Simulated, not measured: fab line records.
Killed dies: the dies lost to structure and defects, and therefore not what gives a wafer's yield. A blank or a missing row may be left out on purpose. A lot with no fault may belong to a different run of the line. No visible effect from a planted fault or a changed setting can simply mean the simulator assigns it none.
Matching of chambers -- flow nandHarc -- pecvd-02 running NHARC_P_M0_PRE_CLEAN_31: 3 sister chambers
The step time 12 s. 3 wafers are shown with their chamber, then 8 later ones without.

## WAFERS, EACH WITH ITS CHAMBER
wafer,chamber,heaterPowerW (W)
L091.2,0,669
L091.5,2,772
L093.1,1,614

## WAFERS MISSING THEIR CHAMBER
wafer,heaterPowerW (W)
L093.4,725
L093.6,700
L097.1,692
L097.4,679
L097.5,695
L096.2,606
L096.5,629
L096.6,638

## WHICH CHAMBER EACH WENT THROUGH
wafer,from the rows above,in truth
L093.4,can't be placed: 2 or 0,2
L093.6,can't be placed: 0 or 2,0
L097.1,0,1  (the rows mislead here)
L097.4,0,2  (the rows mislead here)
L097.5,can't be placed: 0 or 2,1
L096.2,1,1
L096.5,can't be placed: 1 or 0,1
L096.6,can't be placed: 1 or 0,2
Correctly placed: 1 of 8. These rows do not allow placing 5 (true chamber among the candidates in 3). Placed wrongly: 2.
How it was worked out, from the rows above alone: a wafer's distance from a chamber is the root of the sum, over the readings, of the square of ((its reading less the chamber's mean) divided by the reading's scatter). If the next closest chamber is less than 2 further off than the closest, the wafer can't be placed; otherwise it belongs to the closest. The mean given for a chamber averages the wafers shown for that chamber. The scatter: with one shown wafer a chamber, the root of the mean of the squares of how far each hidden wafer lies from its nearest shown one.
